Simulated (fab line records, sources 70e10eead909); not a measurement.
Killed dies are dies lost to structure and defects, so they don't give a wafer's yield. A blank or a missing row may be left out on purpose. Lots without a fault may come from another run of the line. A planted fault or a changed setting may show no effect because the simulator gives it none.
fab line records | flow nand_harc
record lots=10 wafers=30 last_day=24
route steps=1159 shown P_STI@80 P_GATE@124 END@1159
lots that met no fault: from a run of the same line without faults
start_h: hours from the record's first day to the start of the lot's first wafer shown | wait_h: hours since the lot's step before | " the same as in the row above | L1.1+2: a row that stands for several wafers | - no value, or no start given | * or withheld: withheld | < > ~ a bound
route shown NAME@n: a module of which the file shows steps, and the number in the route of the first | usual: mean/standard deviation of fault-free wafers | same: alike in all rows | chamber/n: place in a boat | sites: the reading at each site | _std_site: their standard deviation | _edge_site: outer sites' mean less inner sites' | radius_mm: how far each site lies from the wafer's centre | mask NAME#n: copy n | behind: the tool/chamber that last shaped the wafer | hold: why the lot was held/for how many hours/how that ended | device: the transistor (n, p or np) that didn't switch | end of line: the same wafers' tests at the end of the route | a step without rows: its recipe alone | killed: dies lost to structure and defects at the first sort, not the wafer's yield | map: a wafer's dies, x killed, . not, _ none there
set.NAME: the setting as run; set.NAME@STEP: as run at that earlier step | model.NAME: the simulator's own value behind a step, which no gauge read
steps of the route over a sample of lots; a table a step, a row a wafer
services: from which hour (start_h, from the record's first day; less than 0 if before it) a tool's chamber was out of use, for how many hours, and why
## steps
# step NHARC_P_STI_EXPOSE_06
# recipe na=0.55 target_cd_nm=200 dose_mj=37.69 mask_id=P_STI
# usual exposure_dose_mJ_cm2=37.66/0.038
# same na=0.55
# columns lot.wafer tool chamber start_h wait_h mask exposure_dose_mJ_cm2
L801.1 krf_scanner-04 0 33.58 - P_STI#0 37.66
L801.5 " 0 " " P_STI#0 37.66
L801.6 " 0 " " P_STI#0 37.65
L803.2 krf_scanner-04 0 51.27 - P_STI#0 37.62
L803.4 " 0 " " P_STI#0 37.63
L803.6 " 0 " " P_STI#0 37.68
L805.1 krf_scanner-04 0 58.82 - P_STI#0 37.62
L805.2 " 0 " " P_STI#0 37.65
L805.6 " 0 " " P_STI#0 37.67
L806.1 krf_scanner-04 0 65.85 - P_STI#0 37.64
L806.2 " 0 " " P_STI#0 37.66
L806.3 " 0 " " P_STI#0 37.60
L810.4 krf_scanner-04 0 90.88 - P_STI#0 37.73
L810.5 " 0 " " P_STI#0 37.68
L810.6 " 0 " " P_STI#0 37.68
L815.3 krf_scanner-02 0 121.74 - P_STI#0 20.35
L815.4 " 0 " " P_STI#0 20.44
L815.5 " 0 " " P_STI#0 20.41
L817.1 krf_scanner-02 0 134.02 - P_STI#0 23.94
L817.5 " 0 " " P_STI#0 23.89
L817.6 " 0 " " P_STI#0 23.90
L818.1 krf_scanner-04 0 134.18 - P_STI#0 37.64
L818.3 " 0 " " P_STI#0 37.63
L818.6 " 0 " " P_STI#0 37.67
L819.1 krf_scanner-04 0 145.49 - P_STI#0 37.73
L819.5 " 0 " " P_STI#0 37.75
L819.6 " 0 " " P_STI#0 37.66
L822.1 krf_scanner-03 0 160.95 - P_STI#0 37.67
L822.5 " 0 " " P_STI#0 37.64
L822.6 " 0 " " P_STI#0 37.66
# step NHARC_P_STI_CD_MEAS_09
# recipe target_cd_nm=200 landing_energy_ev=500
# usual cd_nm=199.4/1.8
# columns lot.wafer tool chamber start_h wait_h cd_nm
L801.1 cd_sem-01 0 33.74 - 196.6
L801.5 " 0 " " 195.9
L801.6 " 0 " " 198.6
L803.2 cd_sem-01 0 51.42 - 196.0
L803.4 " 0 " " 197.4
L803.6 " 0 " " 196.2
L805.1 cd_sem-03 0 58.98 - 202.1
L805.2 " 0 " " 199.2
L805.6 " 0 " " 198.1
L806.1 cd_sem-01 0 66.00 - 200.4
L806.2 " 0 " " 197.7
L806.3 " 0 " " 198.7
L810.4 cd_sem-02 0 91.02 - 197.9
L810.5 " 0 " " 199.0
L810.6 " 0 " " 198.2
L815.3 cd_sem-03 0 121.89 - 63.1
L815.4 " 0 " " 64.8
L815.5 " 0 " " 63.4
L817.1 cd_sem-01 0 134.17 - 103.8
L817.5 " 0 " " 100.9
L817.6 " 0 " " 100.2
L818.1 cd_sem-02 0 134.33 - 198.7
L818.3 " 0 " " 198.7
L818.6 " 0 " " 199.8
L819.1 cd_sem-03 0 145.64 - 199.4
L819.5 " 0 " " 201.9
L819.6 " 0 " " 200.8
L822.1 cd_sem-01 0 161.10 - 200.4
L822.5 " 0 " " 199.7
L822.6 " 0 " " 198.6
# step NHARC_P_STI_CD_MEAS_16
# usual cd_nm=198.9/1.9
# columns lot.wafer tool chamber start_h wait_h cd_nm
L801.1 cd_sem-02 - 34.43 - 195.6
L801.5 " - " " 194.8
L801.6 " - " " 198.0
L803.2 cd_sem-01 - 52.12 - 196.4
L803.4 " - " " 198.1
L803.6 " - " " 196.2
L805.1 cd_sem-01 - 59.68 - 200.8
L805.2 " - " " 198.7
L805.6 " - " " 198.4
L806.1 cd_sem-03 - 66.70 - 199.2
L806.2 " - " " 196.5
L806.3 " - " " 198.6
L810.4 cd_sem-02 - 91.72 - 196.5
L810.5 " - " " 197.9
L810.6 " - " " 198.8
L815.3 cd_sem-01 - 122.59 - 62.4
L815.4 " - " " 65.0
L815.5 " - " " 62.6
L817.1 cd_sem-01 - 134.87 - 104.0
L817.5 " - " " 100.9
L817.6 " - " " 99.7
L818.1 cd_sem-01 - 135.04 - 198.1
L818.3 " - " " 198.9
L818.6 " - " " 199.7
L819.1 cd_sem-03 - 146.34 - 197.5
L819.5 " - " " 200.8
L819.6 " - " " 201.3
L822.1 cd_sem-02 - 161.80 - 198.7
L822.5 " - " " 198.1
L822.6 " - " " 197.9
# step NHARC_P_STI_OCD_MEAS_17
# usual trench_foot_cd_nm=157.1/1.9
# columns lot.wafer tool chamber start_h wait_h trench_foot_cd_nm
L801.1 ocd-01 - 34.52 0.1 155.2
L801.5 " - " " 153.4
L801.6 " - " " 156.4
L803.2 ocd-01 - 52.21 0.1 153.9
L803.4 " - " " 155.7
L803.6 " - " " 154.3
L805.1 ocd-02 - 59.76 0.1 160.4
L805.2 " - " " 156.7
L805.6 " - " " 156.2
L806.1 ocd-02 - 66.79 0.1 158.0
L806.2 " - " " 155.6
L806.3 " - " " 156.4
L810.4 ocd-02 - 91.80 0.1 155.7
L810.5 " - " " 156.4
L810.6 " - " " 156.2
L815.3 ocd-01 - 122.67 0.1 21.3
L815.4 " - " " 23.6
L815.5 " - " " 21.1
L817.1 ocd-01 - 134.96 0.1 61.8
L817.5 " - " " 59.2
L817.6 " - " " 57.5
L818.1 ocd-02 - 135.13 0.1 156.9
L818.3 " - " " 156.2
L818.6 " - " " 157.4
L819.1 ocd-02 - 146.43 0.1 156.9
L819.5 " - " " 160.1
L819.6 " - " " 158.6
L822.1 ocd-01 - 161.89 0.1 157.4
L822.5 " - " " 157.6
L822.6 " - " " 156.4
# step NHARC_P_STI_CMP_21
# recipe t_overpolish_s=20 target_thk_nm=380.67
# usual motor_current_A=12.6/1.4 overpolish_run_s=20.000/0.0087 pad_life_wafers=216/140
# columns lot.wafer tool chamber start_h wait_h motor_current_A overpolish_run_s pad_life_wafers
L801.1 cmp-02 2 52.44 0.4 12.2 19.991 80
L801.5 " 0 " " 12.5 20.006 -
L801.6 " 1 " " 12.7 20.012 -
L803.2 cmp-03 1 72.17 0.4 12.3 19.990 66
L803.4 " 3 " " 12.4 19.998 68
L803.6 " 2 " " 12.7 19.996 -
L805.2 cmp-03 2 79.97 0.4 13.1 19.998 78
L805.1 " 0 " " 13.8 20.004 80
L805.6 " 2 " " 13.2 19.994 -
L806.2 cmp-02 3 85.16 0.4 10.5 20.001 222
L806.3 " 1 " " 11.9 19.998 224
L806.1 " 2 " " 12.2 20.005 225
L810.4 cmp-01 0 110.92 0.4 10.8 19.993 135
L810.5 " 1 " " 12.3 20.005 -
L810.6 " 2 " " 12.7 19.988 -
L815.3 cmp-02 3 139.76 0.4 11.1 19.994 43
L815.4 " 0 " " 12.3 19.982 44
L815.5 " 2 " " 12.4 20.017 -
L818.3 cmp-02 1 153.08 0.4 11.8 20.000 114
L818.1 " 2 " " 12.3 20.009 115
L818.6 " 1 " " 11.8 19.997 -
L817.1 cmp-01 0 153.08 0.4 11.1 19.998 354
L817.6 " 0 " " 10.4 20.000 -
L817.5 " 1 " " 11.8 19.998 -
L819.1 cmp-02 2 169.91 0.4 13.2 20.000 182
L819.6 " 0 " " 12.1 20.002 -
L819.5 " 1 " " 12.3 20.014 -
L822.1 cmp-01 2 177.81 0.4 12.5 20.009 481
L822.5 " 1 " " 11.5 20.018 -
L822.6 " 2 " " 12.9 20.014 -
# step NHARC_P_GATE_DESCUM_13
# recipe time_s=3 o2_flow_sccm=200 ar_flow_sccm=0 bias_power_w=0 chemistry=O2
# usual drypump_motor_current_A=5.8/0.54 oes_product_au=0.999/0.0064 rf_vpp_V=57.9/0.87 showerhead_plenum_p_Torr=1.94/0.09 throttle_valve_pct=11.310/0.0088
# columns lot.wafer tool chamber start_h wait_h drypump_motor_current_A oes_product_au rf_hours_counter_h rf_vpp_V showerhead_plenum_p_Torr throttle_valve_pct
L801.1 rie_diel-13 3 72.30 - 6.3 1.004 47 59.3 2.00 11.317
L801.6 " 2 " " 5.8 0.996 - 58.8 1.96 11.297
L801.5 " 3 " " 6.4 1.004 - 58.6 2.00 11.307
L803.2 rie_diel-13 1 89.36 - 6.2 0.990 60 57.9 1.89 11.312
L803.4 " 3 " " 6.4 0.989 52 57.8 2.00 11.320
L803.6 " 2 " " 5.8 0.996 - 57.5 1.96 11.313
L806.3 rie_diel-06 3 100.01 - 6.6 1.004 4 58.7 2.02 11.315
L806.2 " 0 " " 5.3 0.991 4 59.6 1.90 11.319
L806.1 " 1 " " 5.5 1.005 5 57.2 1.79 11.313
L805.2 rie_diel-05 1 100.19 - 5.9 0.996 38 58.3 2.04 11.313
L805.1 " 2 " " 5.6 1.001 35 59.0 1.94 11.308
L805.6 " 2 " " 5.6 1.007 - 57.7 1.94 11.305
L810.6 rie_diel-06 2 130.94 - 5.0 0.995 - 58.7 2.02 11.328
L810.5 " 3 " " 6.6 0.995 - 59.8 2.02 11.322
L810.4 " 0 " " 5.3 0.989 - 58.5 1.90 11.293
L818.3 rie_diel-06 3 172.54 - 6.6 0.998 23 58.0 2.02 11.309
L818.1 " 1 " " 5.4 1.001 15 57.1 1.79 11.318
L818.6 " 3 " " 6.6 1.011 - 58.2 2.02 11.301
L819.1 rie_diel-06 2 189.15 - 5.1 1.005 18 59.2 2.02 11.287
L819.5 " 2 " " 5.0 0.997 - 58.1 2.02 11.323
L819.6 " 3 " " 6.7 0.996 - 57.1 2.02 11.301
L822.1 rie_diel-06 1 194.94 - 5.4 0.992 19 57.5 1.79 11.303
L822.5 " 1 " " 5.4 0.994 - 57.3 1.79 11.301
L822.6 " 2 " " 5.0 0.997 - 58.6 2.02 11.310
# step NHARC_P_GATE_ETCH_32
# recipe target_depth_a=1500 over_etch_frac=1 over_etch_ion_energy_ev=40 time_s=100.1 hbr_flow_sccm=150 cl2_flow_sccm=50 rf_w=400 icp_w=400 bias_w=100 chemistry=HBr/Cl2
# usual bias_w=100.0/0.31 drypump_motor_current_A=5.8/0.49 hbr_flow_sccm=150.0/0.45 oes_product_au=1.003/0.0074 throttle_valve_pct=26.405/0.0091
# columns lot.wafer tool chamber start_h wait_h bias_w drypump_motor_current_A hbr_flow_sccm oes_product_au rf_hours_counter_h throttle_valve_pct
L801.1 rie_si-02 1 86.96 - 99.6 5.8 150.6 1.003 0.4 26.380
L801.5 " 1 " " 99.3 5.8 150.9 0.994 - 26.410
L801.6 " 2 " " 100.2 5.5 149.4 1.013 - 26.413
L803.2 rie_si-03 2 106.13 - 100.0 6.3 150.2 1.007 1.0 26.409
L803.4 " 0 " " 99.6 5.5 150.3 1.005 - 26.393
L803.6 " 1 " " 99.2 5.4 150.3 1.002 - 26.411
L805.1 rie_si-02 2 116.36 - 100.1 5.5 150.4 1.001 0.7 26.408
L805.2 " 0 " " 99.8 5.6 149.8 1.013 0.7 26.415
L805.6 " 2 " " 99.7 5.5 149.7 1.002 - 26.420
L806.3 rie_si-03 3 117.00 - 100.1 6.7 150.1 0.994 1.0 26.401
L806.1 " 0 " " 99.7 5.5 151.0 1.001 1.3 26.406
L806.2 " 1 " " 99.9 5.4 149.4 1.000 1.1 26.405
L810.4 rie_si-03 2 148.92 - 100.2 6.3 150.5 1.006 1.4 26.417
L810.6 " 2 " " 100.1 6.3 150.7 0.999 - 26.389
L810.5 " 3 " " 100.2 6.7 149.7 1.005 - 26.399
L818.1 rie_si-03 3 187.45 - 99.5 6.7 149.9 1.002 0.3 26.402
L818.3 " 0 " " 99.8 5.5 149.9 1.014 0.2 26.399
L818.6 " 2 " " 100.1 6.3 150.0 1.010 - 26.401
L819.1 rie_si-03 1 205.07 - 99.8 5.4 150.8 1.007 0.3 26.411
L819.6 " 0 " " 100.3 5.5 149.9 1.015 - 26.416
L819.5 " 1 " " 100.2 5.4 150.5 1.011 - 26.402
L822.1 rie_si-03 2 210.75 - 100.0 6.3 150.1 1.007 0.4 26.397
L822.5 " 2 " " 100.1 6.3 150.3 1.010 - 26.401
L822.6 " 3 " " 99.7 6.7 149.6 1.014 - 26.393
# step NHARC_END_SORT_01
# recipe temp_c=25
# usual killed_at_array=31/12 killed_at_other=0.6/0.85 killed_at_periphery=3.0/2.3 killed_dies=35/12 killed_open=3.2/1.9 killed_short=1.8/1.4
# same gross_dies=677
# columns lot.wafer tool chamber start_h wait_h killed_at_array killed_at_other killed_at_periphery killed_dies killed_open killed_short
L815.3 prober-01 0 543.23 3.1 32 0 645 677 5 2
L815.4 prober-01 0 544.03 3.4 32 0 645 677 2 0
L815.5 prober-01 0 544.83 3.7 32 0 645 677 3 3
L817.1 prober-02 0 549.26 2.5 35 1 641 677 2 2
L817.5 prober-02 0 552.51 3.7 23 0 654 677 2 0
L817.6 prober-02 0 553.32 4.1 29 3 645 677 3 0
# killed by level:class
L815.3 P_STI:area_expose=643 A_CHANNEL_HOLE_D1:chamber_film_flake=22 A_CONTACT:geometric_particle:open=2 A_WL_FILL:chamber_film_flake=2 A_CONTACT:chamber_film_flake=2 P_STI:geometric_particle:short=1 P_CONTACT:geometric_particle:short=1 A_ONON_D1:geometric_particle:open=1
L815.4 P_STI:area_expose=645 A_CHANNEL_HOLE_D1:chamber_film_flake=25 A_WL_FILL:chamber_film_flake=2 A_ONON_D1:geometric_particle:open=1 A_CONTACT:geometric_particle:open=1 A_ZERO_WELL:chamber_film_flake=1 A_STAIRCASE:chamber_film_flake=1 A_CONTACT:chamber_film_flake=1
L815.5 P_STI:area_expose=641 A_CHANNEL_HOLE_D1:chamber_film_flake=22 A_STAIRCASE:chamber_film_flake=3 P_STI:geometric_particle:short=2 P_CONTACT:geometric_particle:open=1 A_CHANNEL_HOLE_D1:geometric_particle:open=1 A_CONTACT:geometric_particle:short=1 A_M0:geometric_particle:open=1
L817.1 P_STI:area_expose=638 A_SLIT:chamber_film_flake=20 A_CHANNEL_HOLE_D1:chamber_film_flake=5 A_STAIRCASE:chamber_film_flake=5 P_M2:geometric_particle:short=1 A_ONON_D1:geometric_particle:short=1 A_ONON_D1:geometric_particle:open=1 A_SGD_CUT:geometric_particle:open=1
L817.5 P_STI:area_expose=653 A_SLIT:chamber_film_flake=13 A_CHANNEL_HOLE_D1:chamber_film_flake=4 A_CONTACT:geometric_particle:open=2 A_STAIRCASE:chamber_film_flake=2 P_BONDPAD:chamber_film_flake=1 A_WL_FILL:chamber_film_flake=1 A_CONTACT:chamber_film_flake=1
L817.6 P_STI:area_expose=643 A_SLIT:chamber_film_flake=14 A_CONTACT:chamber_film_flake=5 A_CHANNEL_HOLE_D1:chamber_film_flake=4 THIN_TSV:chamber_film_flake=3 P_BONDPAD:chamber_film_flake=2 A_STAIRCASE:chamber_film_flake=2 A_CONTACT:geometric_particle:open=1
## services
# columns tool chamber start_h hours kind
rie_diel-13 3 15.25 8.9 repair
cmp-02 - 26.92 3.5 repair
cmp-02 - 30.50 4.0 pm
cmp-02 - 39.76 5.6 repair
cmp-02 - 56.67 2.5 repair
rie_diel-06 - 64.20 9.0 pm
cmp-02 - 65.97 1.1 repair
rie_diel-06 2 80.88 28.2 repair
cmp-01 - 81.55 4.0 pm
rie_si-03 3 92.30 16.4 repair
krf_scanner-04 - 101.39 17.0 repair
cmp-02 - 110.48 0.8 repair
rie_diel-06 1 118.90 36.4 repair
krf_scanner-04 - 126.00 4.0 pm
cmp-02 - 128.50 4.0 pm
rie_diel-06 0 131.80 9.3 repair
cmp-01 - 146.55 0.9 repair
cmp-02 - 149.03 1.2 repair
rie_si-03 - 155.00 9.0 pm
cmp-01 - 159.48 3.5 repair
cmp-01 - 179.69 4.0 pm
krf_scanner-04 - 187.06 0.3 repair
cmp-01 - 187.50 0.3 repair
cmp-02 - 209.57 1.7 repair
## key
first_sign step=NHARC_P_STI_EXPOSE_06 reading=exposure_dose_mJ_cm2 direction=down sigmas=99+ usual=37.66 struck=22.15
effect step=NHARC_P_STI_CD_MEAS_09 reading=cd_nm direction=down sigmas=64 usual=199.4 struck=82.7 through=control_loop
effect step=NHARC_P_STI_CD_MEAS_16 reading=cd_nm direction=down sigmas=61 usual=198.9 struck=82.4 through=control_loop
effect step=NHARC_P_STI_OCD_MEAS_17 reading=trench_foot_cd_nm direction=down sigmas=62 usual=157.1 struck=40.7 through=control_loop
effect step=NHARC_END_SORT_01 reading=killed_at_periphery direction=up sigmas=99+ usual=3.0 struck=645.8
more_kills_born_at NHARC_P_STI_EXPOSE_06@krf_scanner-02=3863
met_at NHARC_P_STI_EXPOSE_06
struck_lots L815,L817
later_rows_left_out L815.3,L815.4,L815.5,L817.1,L817.5,L817.6
tester_left_out L815,L817
loop_trim step=NHARC_P_STI_EXPOSE_06 setting=dose lots=L817
not_acting_at NHARC_P_STI_CMP_21,NHARC_P_GATE_DESCUM_13,NHARC_P_GATE_ETCH_32
fault kind=process_parameter_drift tool=krf_scanner-02 chamber=- onset_h=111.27 steps=NHARC_P_STI_EXPOSE_06 channel=dose_mj offset=-17.252 shape=step acts_in=these_recipes_only stated=37.69
# tester_left_out: of these lots the tester's yield and bins aren't shown, on N5 and GAA mostly nor the transistor test; their killed dies are dies lost to structure and defects alone, not to doping, threshold or leakage, so they don't give the yield
# later_rows_left_out: the simulator's readings of these wafers behind a module that went badly wrong aren't trusted and aren't shown, but for the sort
# loop_trim: a control loop set the setting to another value than it would have without faults
